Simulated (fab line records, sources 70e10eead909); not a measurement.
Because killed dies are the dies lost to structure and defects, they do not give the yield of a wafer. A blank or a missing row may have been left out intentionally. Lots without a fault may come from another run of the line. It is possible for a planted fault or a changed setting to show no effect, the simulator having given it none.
fab line records	flow nandHarc
[record] lots = 7	wafers = 21	lastDay = 24
route steps=1159 shown A_ZERO_WELL@394 END@1159
lots untouched by any fault: they come from a run of this same line in which no faults occurred
startH: hours from the record's opening day to when the first of the lot's shown wafers began	waitH: hours from the lot's prior step to this one	" unchanged from the row above	L1.1+2: several wafers, shown together as one row	- no value, or no start given	* or withheld: withheld	< > ~ a bound
route shown NAME@n: names a module that has steps shown in the file, with the first one's number in the route	usual: mean/standard deviation of fault-free wafers	same: alike in all rows	chamber/n: place in a boat	sites: each site's reading	_std_site: the standard deviation of these	_edge_site: inner sites' mean taken away from outer sites' mean	radiusMm: for every site, how far away it sits from the centre of the wafer	mask NAME#n: copy n	behind: tool/chamber where the wafer was last shaped	hold: the reason the lot was held/the length of the hold in hours/how it ended	device: which transistor (n, p or np) failed to switch	end of line: tests run on the same wafers once the route is complete	a step with no rows: only its recipe	killed: dies that structure and defects cost at the first sort, which is not the same as the wafer's yield	map: the dies of a wafer, with x for killed, . for not killed, _ for no die there
set.NAME: the setting that was run; set.NAME@STEP: the one run at that earlier step	model.NAME: the simulator's own value behind a step, which no gauge read
lots at selected steps of the route; one table per step, one row per wafer
services: from which hour (startH, from the record's first day; less than 0 if before it) a tool's chamber was out of use, for how many hours, and why
[[steps]]
[step NHARC_A_ZERO_WELL_COAT_18]
[recipe] tempC = 200	timeS = 65
[step NHARC_A_ZERO_WELL_COAT_04]
[recipe] spinRpm = 2000	resistThkNm = 600
[step NHARC_A_ZERO_WELL_SOFTBAKE_05]
[recipe] tempC = 125	timeS = 70
[step NHARC_A_ZERO_WELL_EBR_06]
[step NHARC_A_ZERO_WELL_EXPOSE_07]
[recipe] na = 0.55	doseMj = 33.85	maskId = A_ZERO
[step NHARC_A_ZERO_WELL_PEB_08]
[recipe] pebTempC = 128	pebTimeS = 80
[step NHARC_A_ZERO_WELL_DEVELOP_09]
[recipe] timeS = 50	devTempC = 22
[step NHARC_A_ZERO_WELL_CD_MEAS_10]
[recipe] targetCdNm = 2000	landingEnergyEv = 500
[usual] cdNm = 1999.6/1.3
lot.wafer	tool	chamber	startH	waitH	cdNm
L395.1	cdSem-02	0	131.80	-	1999.1
L395.3	"	0	"	"	1998.9
L395.4	"	0	"	"	1999.1
L399.4	cdSem-01	0	165.71	-	1999.8
L399.5	"	0	"	"	2000.5
L399.6	"	0	"	"	1996.8
L403.1	cdSem-03	0	182.92	-	2000.4
L403.5	"	0	"	"	2002.0
L403.6	"	0	"	"	1999.8
L404.3	cdSem-02	0	191.50	-	1998.3
L404.4	"	0	"	"	1997.1
L404.5	"	0	"	"	1997.2
L405.1	cdSem-01	0	197.09	-	2001.1
L405.3	"	0	"	"	1999.2
L405.6	"	0	"	"	1999.7
L416.1	cdSem-02	0	252.82	-	2002.9
L416.4	"	0	"	"	2001.2
L416.5	"	0	"	"	2002.2
L417.1	cdSem-03	0	262.09	-	2001.3
L417.5	"	0	"	"	2000.3
L417.6	"	0	"	"	1999.6
[step NHARC_A_ZERO_WELL_HARDBAKE_11]
[recipe] tempC = 118	timeS = 65
[step NHARC_A_ZERO_WELL_DESCUM_12]
[recipe] timeS = 3	o2FlowSccm = 200	arFlowSccm = 0	biasPowerW = 0	chemistry = O2
[usual] drypumpMotorCurrentA = 5.5/0.64	oesProductAu = 0.998/0.0076	rfVppV = 57.8/0.9	showerheadPlenumPTorr = 1.91/0.077	throttleValvePct = 11.311/0.0089
lot.wafer	tool	chamber	startH	waitH	drypumpMotorCurrentA	oesProductAu	rfHoursCounterH	rfVppV	showerheadPlenumPTorr	throttleValvePct
L395.3	rieDiel-06	0	131.96	-	6.3	1.006	5	57.2	1.90	11.303
L395.4	"	2	"	"	4.7	0.987	4	58.8	1.99	11.317
L395.1	"	3	"	"	6.7	0.993	4	57.5	2.00	11.302
L399.4	rieDiel-09	3	165.88	-	5.5	0.984	7	58.5	1.89	11.320
L399.6	"	1	"	"	5.2	0.983	-	56.3	1.92	11.316
L399.5	"	2	"	"	5.9	0.988	-	57.0	1.87	11.304
L403.1	rieDiel-08	2	183.07	-	5.6	0.995	4	57.9	2.00	11.318
L403.5	"	2	"	"	5.5	0.999	-	58.2	2.00	11.320
L403.6	"	3	"	"	5.1	1.001	-	57.7	1.80	11.304
L404.3	rieDiel-06	3	191.65	-	6.7	0.997	8	57.5	2.00	11.319
L404.4	"	1	"	"	4.9	1.009	7	58.9	1.90	11.299
L404.5	"	0	"	"	6.3	0.997	-	57.8	1.90	11.322
L405.1	rieDiel-08	3	197.24	-	5.1	1.010	5	57.8	1.80	11.321
L405.3	"	1	"	"	5.8	0.997	6	57.3	1.80	11.330
L405.6	"	0	"	"	4.8	1.004	-	57.8	1.78	11.308
L416.1	rieDiel-06	2	253.03	-	4.7	1.004	0	58.2	1.98	11.294
L416.4	"	0	"	"	6.3	1.000	0	57.3	1.90	11.304
L416.5	"	1	"	"	4.9	1.000	-	59.2	1.90	11.296
L417.1	rieDiel-08	0	262.26	-	4.9	1.004	15	57.4	1.77	11.323
L417.6	"	0	"	"	4.8	1.001	-	56.5	1.78	11.311
L417.5	"	2	"	"	5.5	1.006	-	57.2	2.00	11.311
[step NHARC_A_ZERO_WELL_ETCH_19]
[recipe] targetDepthA = 800	overetchA = 240	timeS = 87.88	ionEnergyEv = 200	n2FlowSccm = 150	h2FlowSccm = 150	arFlowSccm = 0	rfW = 400	biasW = 150	chemistry = N2/H2
[usual] drypumpMotorCurrentA = 5.5/0.65	oesProductAu = 1.000/0.0071	rfVppV = 430.6/2.4	showerheadPlenumPTorr = 2.04/0.085	throttleValvePct = 14.172/0.0093
lot.wafer	tool	chamber	startH	waitH	drypumpMotorCurrentA	oesProductAu	rfHoursCounterH	rfVppV	showerheadPlenumPTorr	throttleValvePct
L395.3	rieDiel-06	1	132.05	0.1	4.9	0.997	3	429.9	2.02	14.158
L395.4	"	2	"	"	4.8	0.982	4	430.6	2.12	14.196
L395.1	"	3	"	"	6.7	0.990	4	433.9	2.14	14.170
L399.4	rieDiel-09	1	165.94	0.1	5.3	0.998	8	430.5	2.05	14.173
L399.6	"	1	"	"	5.2	1.003	-	430.9	2.05	14.155
L399.5	"	2	"	"	5.8	0.994	-	430.4	1.99	14.176
L403.1	rieDiel-08	1	183.17	0.1	5.9	1.009	4	427.3	1.92	14.160
L403.5	"	3	"	"	5.1	1.013	-	427.4	1.92	14.182
L403.6	"	0	"	"	4.8	1.015	-	427.0	1.89	14.170
L404.3	rieDiel-06	2	191.75	0.1	4.7	0.988	8	433.4	2.12	14.163
L404.4	"	3	"	"	6.7	1.004	8	433.3	2.14	14.176
L404.5	"	2	"	"	4.8	0.989	-	433.2	2.12	14.192
L405.1	rieDiel-08	3	197.33	0.1	5.1	1.007	5	428.5	1.92	14.181
L405.3	"	2	"	"	5.5	1.010	6	433.0	2.14	14.166
L405.6	"	0	"	"	4.8	0.993	-	424.5	1.89	14.170
L416.1	rieDiel-06	2	253.11	0.1	4.8	0.995	0	431.9	2.12	14.177
L416.4	"	3	"	"	6.7	1.006	0	433.0	2.14	14.181
L416.5	"	3	"	"	6.7	1.007	-	433.7	2.14	14.173
L417.1	rieDiel-08	2	262.38	0.1	5.5	0.997	14	432.7	2.13	14.177
L417.6	"	2	"	"	5.5	1.001	-	434.0	2.13	14.169
L417.5	"	3	"	"	5.1	1.001	-	426.5	1.92	14.177
[step NHARC_A_ZERO_WELL_ETCH_13]
[recipe] targetDepthA = 1200	timeS = 40.1	hbrFlowSccm = 150	cl2FlowSccm = 50	rfW = 400	icpW = 400	biasW = 100	chemistry = HBr/Cl2
[usual] drypumpMotorCurrentA = 5.6/0.43	oesProductAu = 1.003/0.0075	throttleValvePct = 26.405/0.0093
lot.wafer	tool	chamber	startH	waitH	drypumpMotorCurrentA	oesProductAu	rfHoursCounterH	throttleValvePct
L395.4	rieSi-04	0	132.16	-	5.2	1.006	0.1	26.411
L395.3	"	1	"	"	6.2	0.995	0.1	26.396
L395.1	"	2	"	"	4.9	1.011	0.1	26.398
L399.4	rieSi-05	0	166.09	-	5.4	1.005	0.9	26.401
L399.5	"	2	"	"	5.8	0.999	-	26.417
L399.6	"	3	"	"	6.0	0.998	-	26.395
L403.1	rieSi-01	3	183.29	-	6.2	1.007	0.3	26.400
L403.5	"	2	"	"	5.2	1.002	-	26.390
L403.6	"	3	"	"	6.2	1.008	-	26.417
L404.4	rieSi-04	3	191.88	-	5.1	0.990	0.5	26.415
L404.3	"	0	"	"	5.2	0.994	0.7	26.407
L404.5	"	1	"	"	6.2	0.996	-	26.404
L405.1	rieSi-04	1	197.47	-	6.2	1.006	0.7	26.413
L405.3	"	2	"	"	4.9	1.013	0.6	26.400
L405.6	"	3	"	"	5.1	1.005	-	26.423
L416.1	rieSi-01	3	253.23	-	6.2	1.010	0.8	26.391
L416.4	"	1	"	"	5.5	0.999	0.7	26.389
L416.5	"	3	"	"	6.2	1.001	-	26.405
L417.1	rieSi-05	3	262.50	-	5.9	1.011	0.1	26.384
L417.5	"	3	"	"	5.9	0.989	-	26.414
L417.6	"	0	"	"	5.4	1.003	-	26.419
[step NHARC_A_ZERO_WELL_STRIP_14]
[recipe] timeS = 900	tempC = 130	chemistry = SPM
[usual] bathGuardTempC = 130.0/0.52	bathHeatDutyPct = 15.6/1.6
lot.wafer	tool	chamber	startH	waitH	bathGuardTempC	bathHeatDutyPct
L395.4	wetBench-03	4	132.31	-	129.4	16.0
L395.1	"	0	"	"	129.1	16.4
L395.3	"	1	"	"	130.3	14.9
L399.6	wetBench-09	6	166.22	-	129.9	15.9
L399.4	"	1	"	"	131.1	15.7
L399.5	"	2	"	"	129.7	15.8
L403.5	wetBench-03	1	183.43	-	-	-
L403.6	"	3	"	"	-	-
L403.1	"	4	"	"	-	-
L404.5	wetBench-03	2	192.01	-	-	-
L404.4	"	3	"	"	-	-
L404.3	"	4	"	"	-	-
L405.1	wetBench-03	5	197.61	-	-	-
L405.3	"	6	"	"	-	-
L405.6	"	1	"	"	-	-
L416.1	wetBench-01	0	253.39	-	130.1	15.9
L416.4	"	2	"	"	129.9	16.5
L416.5	"	3	"	"	130.3	17.8
L417.6	wetBench-01	3	262.65	-	130.3	16.6
L417.5	"	4	"	"	129.7	13.6
L417.1	"	6	"	"	130.7	16.4
[step NHARC_END_SORT_01]
[recipe] tempC = 25
[usual] killedAtArray = 29/11	killedAtOther = 0.6/0.89	killedAtPeriphery = 3.8/2.8	killedDies = 33/12	killedOpen = 3.5/1.9	killedShort = 1.9/1.3
[same] grossDies = 677
lot.wafer	tool	chamber	startH	waitH	killedAtArray	killedAtOther	killedAtPeriphery	killedDies	killedOpen	killedShort
L395.1	prober-01	0	447.05	2.5	25	0	2	27	2	4
L395.3	prober-01	0	448.64	3.1	25	0	4	29	5	1
L395.4	prober-01	0	449.44	3.4	17	1	2	20	4	0
L403.1	prober-01	0	482.32	2.5	32	0	3	35	2	3
L403.5	prober-01	0	485.51	3.7	31	0	6	37	5	2
L403.6	prober-01	0	486.31	4.0	41	0	3	44	7	5
L404.3	prober-02	0	490.70	3.1	31	0	1	32	1	1
L404.4	prober-02	0	491.48	3.4	26	0	1	27	3	1
L404.5	prober-02	0	492.27	3.7	30	1	3	34	5	2
L405.1	prober-01	0	506.40	2.6	19	2	4	25	3	1
L405.3	prober-01	0	507.98	3.1	20	1	9	30	3	3
L405.6	prober-01	0	510.35	3.9	21	2	7	30	1	0
L416.1	prober-01	0	562.81	2.5	44	0	1	45	1	1
L416.4	prober-01	0	565.20	3.4	49	2	1	52	1	4
L416.5	prober-01	0	565.99	3.7	40	0	4	44	0	2
L417.1	prober-01	0	577.56	2.5	52	0	6	58	3	3
L417.5	prober-01	0	580.80	3.7	59	0	8	67	8	4
L417.6	prober-01	0	581.61	4.0	54	0	9	63	8	2
// killed by level:class
L395.1 A_SLIT:chamberFilmFlake=9 A_CHANNEL_HOLE_D1:chamberFilmFlake=3 A_STAIRCASE:chamberFilmFlake=3 A_M1:chamberFilmFlake=3 A_ONON_D1:geometricParticle:short=2 A_CONTACT:chamberFilmFlake=2 P_M1:geometricParticle:short=1 A_CHANNEL_FILL_D1:geometricParticle:open=1
L395.3 A_SLIT:chamberFilmFlake=11 A_STAIRCASE:chamberFilmFlake=3 A_SGD_CUT:chamberFilmFlake=3 P_CONTACT:geometricParticle:open=2 A_CONTACT:geometricParticle:open=2 A_SGD_CUT:geometricParticle:short=1 A_BLC:geometricParticle:open=1 P_GATE:chamberFilmFlake=1
L395.4 A_SLIT:chamberFilmFlake=5 A_CHANNEL_HOLE_D1:chamberFilmFlake=3 A_CONTACT:geometricParticle:open=2 A_SGD_CUT:chamberFilmFlake=2 A_CONTACT:chamberFilmFlake=2 P_GATE:geometricParticle:open=1 A_M1:geometricParticle:open=1 P_GATE:chamberFilmFlake=1
L403.1 A_CHANNEL_HOLE_D1:chamberFilmFlake=19 A_SLIT:chamberFilmFlake=8 P_ZERO_WELL:chamberFilmFlake=2 P_M0:geometricParticle:open=1 A_ONON_D1:geometricParticle:short=1 A_WL_FILL:geometricParticle:short=1 A_CONTACT:geometricParticle:open=1 A_CONTACT:geometricParticle:short=1
L403.5 A_CHANNEL_HOLE_D1:chamberFilmFlake=12 A_SLIT:chamberFilmFlake=9 P_ZERO_WELL:chamberFilmFlake=4 P_M0:geometricParticle:open=2 A_STAIRCASE:chamberFilmFlake=2 A_ONON_D1:geometricParticle:open=1 A_CHANNEL_HOLE_D1:geometricParticle:short=1 A_WL_FILL:geometricParticle:short=1
L403.6 A_SLIT:chamberFilmFlake=15 A_CHANNEL_HOLE_D1:chamberFilmFlake=12 A_STAIRCASE:chamberFilmFlake=4 A_WL_FILL:geometricParticle:short=2 P_ZERO_WELL:geometricParticle:open=1 P_CONTACT:geometricParticle:open=1 P_M0:geometricParticle:open=1 A_CHANNEL_FILL_D1:geometricParticle:open=1
L404.3 A_CHANNEL_HOLE_D1:chamberFilmFlake=20 A_STAIRCASE:chamberFilmFlake=3 A_WL_FILL:chamberFilmFlake=2 A_CONTACT:chamberFilmFlake=2 A_ONON_D1:geometricParticle:open=1 A_CONTACT:geometricParticle:short=1 P_ZERO_WELL:chamberFilmFlake=1 A_CHANNEL_FILL_D1:chamberFilmFlake=1
L404.4 A_CHANNEL_HOLE_D1:chamberFilmFlake=21 P_GATE:geometricParticle:open=1 A_ONON_D1:geometricParticle:open=1 A_CHANNEL_FILL_D1:geometricParticle:open=1 A_SGD_CUT:geometricParticle:short=1 A_STAIRCASE:chamberFilmFlake=1 A_CONTACT:chamberFilmFlake=1
L404.5 A_CHANNEL_HOLE_D1:chamberFilmFlake=17 A_WL_FILL:chamberFilmFlake=3 P_ZERO_WELL:chamberFilmFlake=2 A_M0:chamberFilmFlake=2 A_STAIRCASE:chamberFilmFlake=2 P_CONTACT:geometricParticle:open=1 A_ONON_D1:geometricParticle:open=1 A_CHANNEL_FILL_D1:geometricParticle:open=1
L405.1 A_CONTACT:chamberFilmFlake=6 A_STAIRCASE:chamberFilmFlake=5 A_SGD_CUT:chamberFilmFlake=4 P_M2:chamberFilmFlake=2 THIN_TSV:chamberFilmFlake=2 P_M1:geometricParticle:open=1 A_CHANNEL_HOLE_D1:geometricParticle:open=1 A_WL_FILL:geometricParticle:short=1
L405.3 P_M2:chamberFilmFlake=8 A_SGD_CUT:chamberFilmFlake=5 A_CHANNEL_HOLE_D1:chamberFilmFlake=3 A_STAIRCASE:chamberFilmFlake=3 A_CONTACT:chamberFilmFlake=3 A_WL_FILL:geometricParticle:open=2 P_M0:geometricParticle:open=1 A_CHANNEL_FILL_D1:geometricParticle:short=1
L405.6 A_CONTACT:chamberFilmFlake=8 P_M2:chamberFilmFlake=5 A_STAIRCASE:chamberFilmFlake=5 A_SGD_CUT:chamberFilmFlake=4 A_CHANNEL_HOLE_D1:chamberFilmFlake=3 P_ZERO_WELL:chamberFilmFlake=2 THIN_TSV:chamberFilmFlake=2 A_CONTACT:geometricParticle:open=1
L416.1 A_CHANNEL_HOLE_D1:chamberFilmFlake=19 A_SLIT:chamberFilmFlake=18 A_WL_FILL:chamberFilmFlake=2 A_CONTACT:chamberFilmFlake=2 P_M1:geometricParticle:short=1 A_ONON_D1:geometricParticle:open=1 A_ZERO_WELL:chamberFilmFlake=1 A_STAIRCASE:chamberFilmFlake=1
L416.4 A_SLIT:chamberFilmFlake=21 A_CHANNEL_HOLE_D1:chamberFilmFlake=19 A_WL_FILL:chamberFilmFlake=3 A_CHANNEL_HOLE_D1:geometricParticle:short=1 A_CHANNEL_FILL_D1:geometricParticle:short=1 A_WL_FILL:geometricParticle:open=1 A_CONTACT:geometricParticle:short=1 A_M0:geometricParticle:short=1
L416.5 A_CHANNEL_HOLE_D1:chamberFilmFlake=20 A_SLIT:chamberFilmFlake=12 A_CONTACT:chamberFilmFlake=7 P_M0:geometricParticle:short=2 P_STI:chamberFilmFlake=1 P_GATE:chamberFilmFlake=1 A_WL_FILL:chamberFilmFlake=1
L417.1 A_CHANNEL_HOLE_D1:chamberFilmFlake=25 A_SLIT:chamberFilmFlake=14 A_CONTACT:chamberFilmFlake=6 A_ZERO_WELL:chamberFilmFlake=3 P_STI:geometricParticle:short=2 P_M0:chamberFilmFlake=2 P_CONTACT:geometricParticle:open=1 A_SGD_CUT:geometricParticle:open=1
L417.5 A_CHANNEL_HOLE_D1:chamberFilmFlake=22 A_SLIT:chamberFilmFlake=16 A_CONTACT:chamberFilmFlake=12 P_CONTACT:geometricParticle:open=2 A_ONON_D1:geometricParticle:open=2 A_ONON_D1:geometricParticle:short=2 P_GATE:chamberFilmFlake=2 P_M0:chamberFilmFlake=2
L417.6 A_SLIT:chamberFilmFlake=19 A_CHANNEL_HOLE_D1:chamberFilmFlake=19 A_CONTACT:chamberFilmFlake=9 P_M0:chamberFilmFlake=4 P_M0:geometricParticle:open=2 P_GATE:geometricParticle:open=1 P_CONTACT:geometricParticle:open=1 A_SOURCE_PLATE:geometricParticle:short=1
[[services]]
tool	chamber	startH	hours	kind
rieDiel-09	1	109.81	2.5	repair
wetBench-09	-	112.80	8.0	pm
rieDiel-06	0	122.47	-	clean
rieDiel-06	1	122.47	-	clean
rieDiel-08	-	124.80	9.0	pm
rieSi-01	-	127.00	9.0	pm
rieDiel-06	-	130.10	0.2	repair
wetBench-09	-	130.27	2.1	repair
rieDiel-09	2	130.72	19.2	repair
rieDiel-09	3	146.04	5.1	repair
wetBench-03	-	146.50	8.0	pm
rieSi-01	-	157.38	1.7	repair
rieDiel-08	3	169.80	7.6	repair
rieDiel-09	1	207.74	32.3	repair
rieDiel-06	1	208.61	9.3	repair
wetBench-01	-	213.60	8.0	pm
rieSi-05	3	214.83	4.6	repair
wetBench-03	-	228.15	1.7	repair
rieSi-05	-	239.00	9.0	pm
rieDiel-08	1	239.18	2.5	repair
rieDiel-06	-	241.47	9.0	pm
rieSi-01	3	246.33	5.8	repair
rieDiel-09	-	254.38	9.0	pm
rieDiel-08	1	258.26	10.8	repair
[[key]]
[firstSign] step = NHARC_A_ZERO_WELL_STRIP_14	reading = toolRecord	direction = missing
effect none on later readings
metAt NHARC_A_ZERO_WELL_STRIP_14
struckWafers L403.1,L403.5,L403.6,L404.3,L404.4,L404.5,L405.1,L405.3,L405.6
testerLeftOut L403,L404,L405
onsetBetween 132.31 183.43
[fault] kind = skippedStepWhole	tool = wetBench-03	chamber = -	onsetH = 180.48	steps = NHARC_A_ZERO_WELL_STRIP_14	scope = struckLotsOnly
// testerLeftOut: of these lots the tester's yield and bins aren't shown, on N5 and GAA mostly nor the transistor test; their killed dies are dies lost to structure and defects alone, not to doping, threshold or leakage, so they don't give the yield
